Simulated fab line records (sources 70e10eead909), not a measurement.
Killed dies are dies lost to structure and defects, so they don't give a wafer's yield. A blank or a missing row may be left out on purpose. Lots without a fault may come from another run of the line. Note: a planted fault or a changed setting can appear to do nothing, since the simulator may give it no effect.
fab line records :: flow nand-harc
[record]
  lots = 5
  wafers = 15
  last-day = 33
route steps=1302 shown P_GATE@170 END@1302
lots untouched by any fault: they come from a run of this same line in which no faults occurred
start-h: the number of hours between the record's first day and the start of the first shown wafer of the lot :: wait-h: hours since the lot's step before :: " the same as in the row above :: L1.1+2: several wafers, shown together as one row :: - no value, or no start was given :: * or withheld: withheld :: < > ~ a bound
route shown NAME@n: a module of which the file shows steps, and the number in the route of the first :: usual: mean/standard deviation taken from wafers without a fault :: same: alike in all rows :: chamber/n: place in a boat :: sites: readings site by site :: _std_site: standard deviation across them :: _edge_site: inner sites' mean taken away from outer sites' mean :: radius-mm: how far each site lies from the wafer's centre :: mask NAME#n: copy n :: behind: tool/chamber where the wafer was last shaped :: hold: reason for holding the lot/hours on hold/outcome of the hold :: device: the n, p or np transistor that did not switch :: end of line: the same wafers' tests at the end of the route :: where a step has no rows: the recipe by itself :: killed: dies lost to structure and defects at the first sort, not the wafer's yield :: map: the dies of a wafer, with x for killed, . for not killed, _ for no die there
set.NAME: the setting that was run; set.NAME@STEP: the one run at that earlier step :: model.NAME: the simulator's own value behind a step, which no gauge read
lots at some steps of the route; a table a step, a row a wafer
services: the hour from which a tool's chamber was out of use, counted from the record's first day as start-h (under 0 if before that day), plus the number of hours and why
[[steps]]
[step NHARC_P_GATE_CD_MEAS_46]
[recipe]
  target-cd-nm = 720
  landing-energy-ev = 500
[usual]
  cd-nm = 719.0/2.7
lot.wafer: L414.3
tool: cd-sem-01
chamber: 0
start-h: 118.12
wait-h: -
cd-nm: 717.0

lot.wafer: L414.4
tool: cd-sem-01
chamber: 0
start-h: 118.12
wait-h: -
cd-nm: 715.5

lot.wafer: L414.5
tool: cd-sem-01
chamber: 0
start-h: 118.12
wait-h: -
cd-nm: 721.0

lot.wafer: L415.1
tool: cd-sem-02
chamber: 0
start-h: 130.52
wait-h: -
cd-nm: 716.2

lot.wafer: L415.3
tool: cd-sem-02
chamber: 0
start-h: 130.52
wait-h: -
cd-nm: 715.3

lot.wafer: L415.6
tool: cd-sem-02
chamber: 0
start-h: 130.52
wait-h: -
cd-nm: 717.3

lot.wafer: L417.1
tool: cd-sem-01
chamber: 0
start-h: 151.42
wait-h: -
cd-nm: 722.0

lot.wafer: L417.2
tool: cd-sem-01
chamber: 0
start-h: 151.42
wait-h: -
cd-nm: 719.3

lot.wafer: L417.5
tool: cd-sem-01
chamber: 0
start-h: 151.42
wait-h: -
cd-nm: 717.4

lot.wafer: L429.2
tool: cd-sem-03
chamber: 0
start-h: 266.27
wait-h: -
cd-nm: 714.1

lot.wafer: L429.4
tool: cd-sem-03
chamber: 0
start-h: 266.27
wait-h: -
cd-nm: 720.6

lot.wafer: L429.5
tool: cd-sem-03
chamber: 0
start-h: 266.27
wait-h: -
cd-nm: 722.4

lot.wafer: L435.1
tool: cd-sem-03
chamber: 0
start-h: 334.54
wait-h: -
cd-nm: 718.0

lot.wafer: L435.3
tool: cd-sem-03
chamber: 0
start-h: 334.54
wait-h: -
cd-nm: 712.5

lot.wafer: L435.5
tool: cd-sem-03
chamber: 0
start-h: 334.54
wait-h: -
cd-nm: 718.7
[step NHARC_P_GATE_HARDBAKE_47]
[recipe]
  temp-c = 125
  time-s = 80
[step NHARC_P_GATE_DESCUM_48]
[recipe]
  time-s = 3
  o2-flow-sccm = 200
  ar-flow-sccm = 0
  bias-power-w = 0
  chemistry = O2
[usual]
  drypump-motor-current-A = 5.9/0.59
  mfc-ar-sccm = 0.005/0.0064
  oes-product-au = 0.999/0.015
  rf-vpp-V = 57.7/0.82
  showerhead-plenum-p-Torr = 1.90/0.078
  throttle-valve-pct = 11.310/0.0098
lot.wafer: L414.3
tool: rie-diel-04
chamber: 3
start-h: 118.28
wait-h: -
drypump-motor-current-A: 5.0
mfc-ar-sccm: 0
oes-product-au: 0.995
rf-hours-counter-h: 5.6
rf-vpp-V: 58.9
showerhead-plenum-p-Torr: 1.89
throttle-valve-pct: 11.308

lot.wafer: L414.4
tool: rie-diel-04
chamber: 0
start-h: 118.28
wait-h: -
drypump-motor-current-A: 6.2
mfc-ar-sccm: 0
oes-product-au: 1.030
rf-hours-counter-h: 6.0
rf-vpp-V: 57.0
showerhead-plenum-p-Torr: 1.96
throttle-valve-pct: 11.297

lot.wafer: L414.5
tool: rie-diel-04
chamber: 3
start-h: 118.28
wait-h: -
drypump-motor-current-A: 5.0
mfc-ar-sccm: 0
oes-product-au: 0.991
rf-hours-counter-h: -
rf-vpp-V: 59.1
showerhead-plenum-p-Torr: 1.89
throttle-valve-pct: 11.290

lot.wafer: L415.3
tool: rie-diel-02
chamber: 3
start-h: 130.69
wait-h: -
drypump-motor-current-A: 5.9
mfc-ar-sccm: 0
oes-product-au: 1.004
rf-hours-counter-h: 3.8
rf-vpp-V: 58.7
showerhead-plenum-p-Torr: 2.01
throttle-valve-pct: 11.310

lot.wafer: L415.1
tool: rie-diel-02
chamber: 1
start-h: 130.69
wait-h: -
drypump-motor-current-A: 6.7
mfc-ar-sccm: 0
oes-product-au: 0.998
rf-hours-counter-h: 3.1
rf-vpp-V: 58.4
showerhead-plenum-p-Torr: 1.78
throttle-valve-pct: 11.302

lot.wafer: L415.6
tool: rie-diel-02
chamber: 0
start-h: 130.69
wait-h: -
drypump-motor-current-A: 5.3
mfc-ar-sccm: 0.008
oes-product-au: 0.983
rf-hours-counter-h: -
rf-vpp-V: 58.6
showerhead-plenum-p-Torr: 2.01
throttle-valve-pct: 11.307

lot.wafer: L417.2
tool: rie-diel-02
chamber: 0
start-h: 151.62
wait-h: -
drypump-motor-current-A: 5.3
mfc-ar-sccm: 0.008
oes-product-au: 1.001
rf-hours-counter-h: 4.0
rf-vpp-V: 56.8
showerhead-plenum-p-Torr: 2.01
throttle-valve-pct: 11.317

lot.wafer: L417.1
tool: rie-diel-02
chamber: 3
start-h: 151.62
wait-h: -
drypump-motor-current-A: 6.0
mfc-ar-sccm: 0
oes-product-au: 0.998
rf-hours-counter-h: 4.6
rf-vpp-V: 58.0
showerhead-plenum-p-Torr: 2.01
throttle-valve-pct: 11.303

lot.wafer: L417.5
tool: rie-diel-02
chamber: 1
start-h: 151.62
wait-h: -
drypump-motor-current-A: 6.7
mfc-ar-sccm: 0
oes-product-au: 0.998
rf-hours-counter-h: -
rf-vpp-V: 58.0
showerhead-plenum-p-Torr: 1.78
throttle-valve-pct: 11.330

lot.wafer: L429.2
tool: rie-diel-09
chamber: 2
start-h: 266.46
wait-h: -
drypump-motor-current-A: 5.0
mfc-ar-sccm: 0
oes-product-au: 1.008
rf-hours-counter-h: 8.0
rf-vpp-V: 56.8
showerhead-plenum-p-Torr: 1.86
throttle-valve-pct: 11.313

lot.wafer: L429.5
tool: rie-diel-09
chamber: 1
start-h: 266.46
wait-h: -
drypump-motor-current-A: 5.8
mfc-ar-sccm: 0.017
oes-product-au: 1.008
rf-hours-counter-h: -
rf-vpp-V: 56.5
showerhead-plenum-p-Torr: 1.78
throttle-valve-pct: 11.298

lot.wafer: L429.4
tool: rie-diel-09
chamber: 2
start-h: 266.46
wait-h: -
drypump-motor-current-A: 5.0
mfc-ar-sccm: 0
oes-product-au: 1.002
rf-hours-counter-h: -
rf-vpp-V: 58.9
showerhead-plenum-p-Torr: 1.86
throttle-valve-pct: 11.306

lot.wafer: L435.3
tool: rie-diel-04
chamber: 1
start-h: 334.71
wait-h: -
drypump-motor-current-A: 5.7
mfc-ar-sccm: 0
oes-product-au: 1.025
rf-hours-counter-h: 10.1
rf-vpp-V: 57.3
showerhead-plenum-p-Torr: 1.87
throttle-valve-pct: 11.321

lot.wafer: L435.1
tool: rie-diel-04
chamber: 2
start-h: 334.71
wait-h: -
drypump-motor-current-A: 5.8
mfc-ar-sccm: 0
oes-product-au: 1.010
rf-hours-counter-h: 10.5
rf-vpp-V: 58.4
showerhead-plenum-p-Torr: 1.99
throttle-valve-pct: 11.296

lot.wafer: L435.5
tool: rie-diel-04
chamber: 0
start-h: 334.71
wait-h: -
drypump-motor-current-A: 6.2
mfc-ar-sccm: 0
oes-product-au: 0.986
rf-hours-counter-h: -
rf-vpp-V: 58.0
showerhead-plenum-p-Torr: 1.96
throttle-valve-pct: 11.302
[step NHARC_P_GATE_IMPLANT_49]
[recipe]
  energy-kev = 30
  dose-cm2 = 3e+15
  tilt-deg = 7
[step NHARC_P_GATE_STRIP_111]
[recipe]
  power-w = 1500
  temp-c = 110
  time-s = 250
  chemistry = N2/H2
[usual]
  drypump-motor-current-A = 5.6/0.39
  heater-power-w = 89/8.2
  rf-refl-power-W = 20/3.6
lot.wafer: L414.4
tool: plasma-asher-02
chamber: 1
start-h: 118.75
wait-h: 0.2
drypump-motor-current-A: 6.1
heater-power-w: 79
rf-hours-counter-h: -
rf-refl-power-W: 18

lot.wafer: L414.3
tool: plasma-asher-02
chamber: 0
start-h: 118.75
wait-h: 0.2
drypump-motor-current-A: 5.6
heater-power-w: 85
rf-hours-counter-h: -
rf-refl-power-W: 19

lot.wafer: L414.5
tool: plasma-asher-02
chamber: 1
start-h: 118.75
wait-h: 0.2
drypump-motor-current-A: 6.1
heater-power-w: 77
rf-hours-counter-h: -
rf-refl-power-W: 17

lot.wafer: L415.1
tool: plasma-asher-02
chamber: 0
start-h: 131.05
wait-h: 0.2
drypump-motor-current-A: 5.6
heater-power-w: 88
rf-hours-counter-h: 8
rf-refl-power-W: 18

lot.wafer: L415.3
tool: plasma-asher-02
chamber: 0
start-h: 131.05
wait-h: 0.2
drypump-motor-current-A: 5.6
heater-power-w: 89
rf-hours-counter-h: -
rf-refl-power-W: 19

lot.wafer: L415.6
tool: plasma-asher-02
chamber: 0
start-h: 131.05
wait-h: 0.2
drypump-motor-current-A: 5.6
heater-power-w: 85
rf-hours-counter-h: -
rf-refl-power-W: 20

lot.wafer: L417.1
tool: plasma-asher-01
chamber: 1
start-h: 152.00
wait-h: 0.2
drypump-motor-current-A: 5.6
heater-power-w: 96
rf-hours-counter-h: 31
rf-refl-power-W: 27

lot.wafer: L417.2
tool: plasma-asher-01
chamber: 0
start-h: 152.00
wait-h: 0.2
drypump-motor-current-A: 5.0
heater-power-w: 98
rf-hours-counter-h: 31
rf-refl-power-W: 19

lot.wafer: L417.5
tool: plasma-asher-01
chamber: 1
start-h: 152.00
wait-h: 0.2
drypump-motor-current-A: 5.6
heater-power-w: 95
rf-hours-counter-h: -
rf-refl-power-W: 27

lot.wafer: L429.2
tool: plasma-asher-02
chamber: 0
start-h: 266.88
wait-h: 0.2
drypump-motor-current-A: 5.6
heater-power-w: 87
rf-hours-counter-h: 2
rf-refl-power-W: 20

lot.wafer: L429.4
tool: plasma-asher-02
chamber: 0
start-h: 266.88
wait-h: 0.2
drypump-motor-current-A: 5.6
heater-power-w: 87
rf-hours-counter-h: -
rf-refl-power-W: 19

lot.wafer: L429.5
tool: plasma-asher-02
chamber: 1
start-h: 266.88
wait-h: 0.2
drypump-motor-current-A: 6.2
heater-power-w: 76
rf-hours-counter-h: -
rf-refl-power-W: 18

lot.wafer: L435.1
tool: plasma-asher-01
chamber: 0
start-h: 335.09
wait-h: 0.2
drypump-motor-current-A: 5.0
heater-power-w: 97
rf-hours-counter-h: 30
rf-refl-power-W: 19

lot.wafer: L435.3
tool: plasma-asher-01
chamber: 0
start-h: 335.09
wait-h: 0.2
drypump-motor-current-A: 5.0
heater-power-w: 97
rf-hours-counter-h: -
rf-refl-power-W: 19

lot.wafer: L435.5
tool: plasma-asher-01
chamber: 0
start-h: 335.09
wait-h: 0.2
drypump-motor-current-A: 5.0
heater-power-w: 98
rf-hours-counter-h: -
rf-refl-power-W: 18
[step NHARC_P_GATE_STRIP_75]
[recipe]
  power-w = 1500
  temp-c = 250
  chemistry = O2
[usual]
  drypump-motor-current-A = 5.6/0.4
  heater-power-w = 331/31
  rf-refl-power-W = 20/3.5
lot.wafer: L414.4
tool: plasma-asher-02
chamber: 1
start-h: 118.97
wait-h: 0.2
drypump-motor-current-A: 6.1
heater-power-w: 291
rf-hours-counter-h: -
rf-refl-power-W: 18

lot.wafer: L414.3
tool: plasma-asher-02
chamber: 0
start-h: 118.97
wait-h: 0.2
drypump-motor-current-A: 5.6
heater-power-w: 329
rf-hours-counter-h: -
rf-refl-power-W: 19

lot.wafer: L414.5
tool: plasma-asher-02
chamber: 1
start-h: 118.97
wait-h: 0.2
drypump-motor-current-A: 6.2
heater-power-w: 293
rf-hours-counter-h: -
rf-refl-power-W: 18

lot.wafer: L415.1
tool: plasma-asher-02
chamber: 0
start-h: 131.36
wait-h: 0.3
drypump-motor-current-A: 5.6
heater-power-w: 324
rf-hours-counter-h: 8
rf-refl-power-W: 19

lot.wafer: L415.3
tool: plasma-asher-02
chamber: 0
start-h: 131.36
wait-h: 0.3
drypump-motor-current-A: 5.6
heater-power-w: 319
rf-hours-counter-h: -
rf-refl-power-W: 19

lot.wafer: L415.6
tool: plasma-asher-02
chamber: 0
start-h: 131.36
wait-h: 0.3
drypump-motor-current-A: 5.6
heater-power-w: 318
rf-hours-counter-h: -
rf-refl-power-W: 19

lot.wafer: L417.1
tool: plasma-asher-01
chamber: 1
start-h: 152.30
wait-h: 0.3
drypump-motor-current-A: 5.6
heater-power-w: 350
rf-hours-counter-h: 31
rf-refl-power-W: 26

lot.wafer: L417.2
tool: plasma-asher-01
chamber: 0
start-h: 152.30
wait-h: 0.3
drypump-motor-current-A: 5.0
heater-power-w: 378
rf-hours-counter-h: 31
rf-refl-power-W: 18

lot.wafer: L417.5
tool: plasma-asher-01
chamber: 1
start-h: 152.30
wait-h: 0.3
drypump-motor-current-A: 5.6
heater-power-w: 351
rf-hours-counter-h: -
rf-refl-power-W: 26

lot.wafer: L429.2
tool: plasma-asher-02
chamber: 0
start-h: 267.15
wait-h: 0.2
drypump-motor-current-A: 5.6
heater-power-w: 326
rf-hours-counter-h: 3
rf-refl-power-W: 18

lot.wafer: L429.4
tool: plasma-asher-02
chamber: 0
start-h: 267.15
wait-h: 0.2
drypump-motor-current-A: 5.6
heater-power-w: 317
rf-hours-counter-h: -
rf-refl-power-W: 19

lot.wafer: L429.5
tool: plasma-asher-02
chamber: 1
start-h: 267.15
wait-h: 0.2
drypump-motor-current-A: 6.2
heater-power-w: 284
rf-hours-counter-h: -
rf-refl-power-W: 17

lot.wafer: L435.1
tool: plasma-asher-01
chamber: 0
start-h: 335.39
wait-h: 0.2
drypump-motor-current-A: 5.0
heater-power-w: 368
rf-hours-counter-h: 30
rf-refl-power-W: 19

lot.wafer: L435.3
tool: plasma-asher-01
chamber: 0
start-h: 335.39
wait-h: 0.2
drypump-motor-current-A: 5.0
heater-power-w: 364
rf-hours-counter-h: -
rf-refl-power-W: 18

lot.wafer: L435.5
tool: plasma-asher-01
chamber: 0
start-h: 335.39
wait-h: 0.2
drypump-motor-current-A: 5.0
heater-power-w: 365
rf-hours-counter-h: -
rf-refl-power-W: 18
[step NHARC_P_GATE_STRIP_50]
[recipe]
  time-s = 900
  temp-c = 130
  chemistry = SPM
[step NHARC_P_GATE_DEHYDRATE_51]
[recipe]
  temp-c = 150
  time-s = 120
[step NHARC_P_GATE_HMDS_52]
[recipe]
  time-s = 30
[step NHARC_P_GATE_COAT_53]
[recipe]
  spin-rpm = 3000
[step NHARC_P_GATE_SOFTBAKE_54]
[recipe]
  temp-c = 122
  time-s = 95
[step NHARC_P_GATE_EBR_55]
[step NHARC_P_GATE_EXPOSE_56]
[recipe]
  na = 0.6
  target-cd-nm = 720
  dose-mj = 14.81
  mask-id = P_PSD
[usual]
  focus-offset-nm = 0.0/0.56
lot.wafer: L414.3
tool: krf-scanner-02
chamber: 0
start-h: 119.60
wait-h: -
mask: P_PSD#0
focus-offset-nm: -0.3

lot.wafer: L414.4
tool: krf-scanner-02
chamber: 0
start-h: 119.60
wait-h: -
mask: P_PSD#0
focus-offset-nm: -0.8

lot.wafer: L414.5
tool: krf-scanner-02
chamber: 0
start-h: 119.60
wait-h: -
mask: P_PSD#0
focus-offset-nm: 1.1

lot.wafer: L415.1
tool: krf-scanner-02
chamber: 0
start-h: 132.00
wait-h: -
mask: P_PSD#0
focus-offset-nm: 0.0

lot.wafer: L415.3
tool: krf-scanner-02
chamber: 0
start-h: 132.00
wait-h: -
mask: P_PSD#0
focus-offset-nm: 0.1

lot.wafer: L415.6
tool: krf-scanner-02
chamber: 0
start-h: 132.00
wait-h: -
mask: P_PSD#0
focus-offset-nm: -0.3

lot.wafer: L417.1
tool: krf-scanner-04
chamber: 0
start-h: 153.07
wait-h: -
mask: P_PSD#0
focus-offset-nm: 0.9

lot.wafer: L417.2
tool: krf-scanner-04
chamber: 0
start-h: 153.07
wait-h: -
mask: P_PSD#0
focus-offset-nm: -0.5

lot.wafer: L417.5
tool: krf-scanner-04
chamber: 0
start-h: 153.07
wait-h: -
mask: P_PSD#0
focus-offset-nm: -0.2

lot.wafer: L429.2
tool: krf-scanner-04
chamber: 0
start-h: 267.79
wait-h: -
mask: P_PSD_R1#0
focus-offset-nm: 0.0

lot.wafer: L429.4
tool: krf-scanner-04
chamber: 0
start-h: 267.79
wait-h: -
mask: P_PSD_R1#0
focus-offset-nm: -1.2

lot.wafer: L429.5
tool: krf-scanner-04
chamber: 0
start-h: 267.79
wait-h: -
mask: P_PSD_R1#0
focus-offset-nm: 0.1

lot.wafer: L435.1
tool: krf-scanner-02
chamber: 0
start-h: 336.03
wait-h: -
mask: P_PSD#0
focus-offset-nm: -0.3

lot.wafer: L435.3
tool: krf-scanner-02
chamber: 0
start-h: 336.03
wait-h: -
mask: P_PSD#0
focus-offset-nm: 0.0

lot.wafer: L435.5
tool: krf-scanner-02
chamber: 0
start-h: 336.03
wait-h: -
mask: P_PSD#0
focus-offset-nm: -0.4
[step NHARC_P_GATE_PEB_57]
[recipe]
  peb-temp-c = 118
  peb-time-s = 85
[step NHARC_P_GATE_DEVELOP_58]
[recipe]
  time-s = 70
[step NHARC_P_GATE_CD_MEAS_59]
[recipe]
  target-cd-nm = 720
  landing-energy-ev = 500
[usual]
  cd-nm = 720.3/2.3
lot.wafer: L414.3
tool: cd-sem-03
chamber: 0
start-h: 119.75
wait-h: -
cd-nm: 719.8

lot.wafer: L414.4
tool: cd-sem-03
chamber: 0
start-h: 119.75
wait-h: -
cd-nm: 720.5

lot.wafer: L414.5
tool: cd-sem-03
chamber: 0
start-h: 119.75
wait-h: -
cd-nm: 717.3

lot.wafer: L415.1
tool: cd-sem-03
chamber: 0
start-h: 132.16
wait-h: -
cd-nm: 717.7

lot.wafer: L415.3
tool: cd-sem-03
chamber: 0
start-h: 132.16
wait-h: -
cd-nm: 721.0

lot.wafer: L415.6
tool: cd-sem-03
chamber: 0
start-h: 132.16
wait-h: -
cd-nm: 720.4

lot.wafer: L417.1
tool: cd-sem-01
chamber: 0
start-h: 153.23
wait-h: -
cd-nm: 722.9

lot.wafer: L417.2
tool: cd-sem-01
chamber: 0
start-h: 153.23
wait-h: -
cd-nm: 723.8

lot.wafer: L417.5
tool: cd-sem-01
chamber: 0
start-h: 153.23
wait-h: -
cd-nm: 722.2

lot.wafer: L429.2
tool: cd-sem-03
chamber: 0
start-h: 267.94
wait-h: -
cd-nm: 708.1

lot.wafer: L429.4
tool: cd-sem-03
chamber: 0
start-h: 267.94
wait-h: -
cd-nm: 705.5

lot.wafer: L429.5
tool: cd-sem-03
chamber: 0
start-h: 267.94
wait-h: -
cd-nm: 702.0

lot.wafer: L435.1
tool: cd-sem-02
chamber: 0
start-h: 336.19
wait-h: -
cd-nm: 715.8

lot.wafer: L435.3
tool: cd-sem-02
chamber: 0
start-h: 336.19
wait-h: -
cd-nm: 719.1

lot.wafer: L435.5
tool: cd-sem-02
chamber: 0
start-h: 336.19
wait-h: -
cd-nm: 720.5
[step NHARC_P_GATE_HARDBAKE_60]
[recipe]
  temp-c = 125
  time-s = 80
[step NHARC_END_SORT_01]
[recipe]
  temp-c = 25
[usual]
  killed-at-array = 57/21
  killed-at-other = 0.9/1.2
  killed-at-periphery = 4.2/2.9
  killed-dies = 62/21
  killed-open = 3.2/1.8
  killed-short = 2.4/1.5
[same]
  gross-dies = 677
lot.wafer: L415.1
tool: prober-01
chamber: 0
start-h: 580.06
wait-h: 2.5
killed-at-array: 48
killed-at-other: 0
killed-at-periphery: 2
killed-dies: 50
killed-open: 2
killed-short: 2

lot.wafer: L415.6
tool: prober-01
chamber: 0
start-h: 584.01
wait-h: 4.0
killed-at-array: 47
killed-at-other: 0
killed-at-periphery: 6
killed-dies: 53
killed-open: 4
killed-short: 1
// killed by level:class
L415.1 A_SLIT:chamber-film-flake=17 A_CHANNEL_HOLE_D2:chamber-film-flake=8 A_CONTACT:chamber-film-flake=7 A_M0:chamber-film-flake=7 A_STAIRCASE:chamber-film-flake=3 P_CONTACT:geometric-particle:open=1 P_M0:geometric-particle:short=1 A_ONON_D1:geometric-particle:open=1
L415.6 A_SLIT:chamber-film-flake=22 A_CHANNEL_HOLE_D2:chamber-film-flake=7 A_CONTACT:chamber-film-flake=6 A_STAIRCASE:chamber-film-flake=4 P_M0:geometric-particle:open=3 A_CHANNEL_HOLE_D1:chamber-film-flake=2 A_M0:chamber-film-flake=2 A_M0:geometric-particle:open=1
[[services]]
tool: krf-scanner-04
chamber: -
start-h: 106.99
hours: 0.5
kind: repair

tool: krf-scanner-04
chamber: -
start-h: 112.03
hours: 3.9
kind: repair

tool: rie-diel-04
chamber: -
start-h: 116.06
hours: 2.1
kind: repair

tool: rie-diel-09
chamber: 3
start-h: 118.43
hours: 15.8
kind: repair

tool: krf-scanner-04
chamber: -
start-h: 122.83
hours: 1.7
kind: repair

tool: rie-diel-04
chamber: 0
start-h: 127.22
hours: 1.2
kind: repair

tool: krf-scanner-02
chamber: -
start-h: 135.22
hours: 5.5
kind: repair

tool: rie-diel-09
chamber: -
start-h: 143.59
hours: 9.0
kind: pm

tool: rie-diel-04
chamber: -
start-h: 168.21
hours: 0.3
kind: repair

tool: rie-diel-04
chamber: -
start-h: 177.90
hours: 9.0
kind: pm

tool: plasma-asher-01
chamber: -
start-h: 179.66
hours: 9.0
kind: pm

tool: krf-scanner-04
chamber: -
start-h: 182.00
hours: 4.0
kind: pm

tool: rie-diel-09
chamber: 0
start-h: 183.59
hours: 2.6
kind: repair

tool: rie-diel-04
chamber: -
start-h: 211.81
hours: 0.4
kind: repair

tool: rie-diel-02
chamber: -
start-h: 216.70
hours: 9.0
kind: pm

tool: rie-diel-04
chamber: 0
start-h: 227.00
hours: 8.0
kind: repair

tool: rie-diel-09
chamber: 0
start-h: 235.55
hours: 59.5
kind: repair

tool: rie-diel-04
chamber: 0
start-h: 235.93
hours: 13.3
kind: repair

tool: plasma-asher-02
chamber: -
start-h: 249.55
hours: 9.0
kind: pm

tool: krf-scanner-02
chamber: -
start-h: 266.00
hours: 4.0
kind: pm

tool: krf-scanner-04
chamber: -
start-h: 298.16
hours: 2.2
kind: repair

tool: rie-diel-09
chamber: 0
start-h: 312.87
hours: 24.6
kind: repair

tool: krf-scanner-04
chamber: -
start-h: 314.50
hours: 0.8
kind: repair

tool: rie-diel-09
chamber: -
start-h: 320.59
hours: 9.0
kind: pm
[[key]]
[first-sign]
  step = NHARC_P_GATE_EXPOSE_56
  reading = mask
  direction = changed
[effect]
  step = NHARC_P_GATE_CD_MEAS_59
  reading = cd-nm
  direction = down
  sigmas = 6.5
  usual = 720.3
  struck = 705.2
met-at NHARC_P_GATE_EXPOSE_56
struck-wafers L429.2,L429.4,L429.5
tester-left-out L429
onset-between 153.07 267.79
[fault]
  kind = wrong-mask
  tool = any
  chamber = -
  onset-h = 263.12
  steps = NHARC_P_GATE_EXPOSE_56
  aux-copy = P_PSD_R1#0
  cd-offset-nm = -13.366
  scope = struck-lots-only
// tester-left-out: of these lots the tester's yield and bins aren't shown, on N5 and GAA mostly nor the transistor test; their killed dies are dies lost to structure and defects alone, not to doping, threshold or leakage, so they don't give the yield
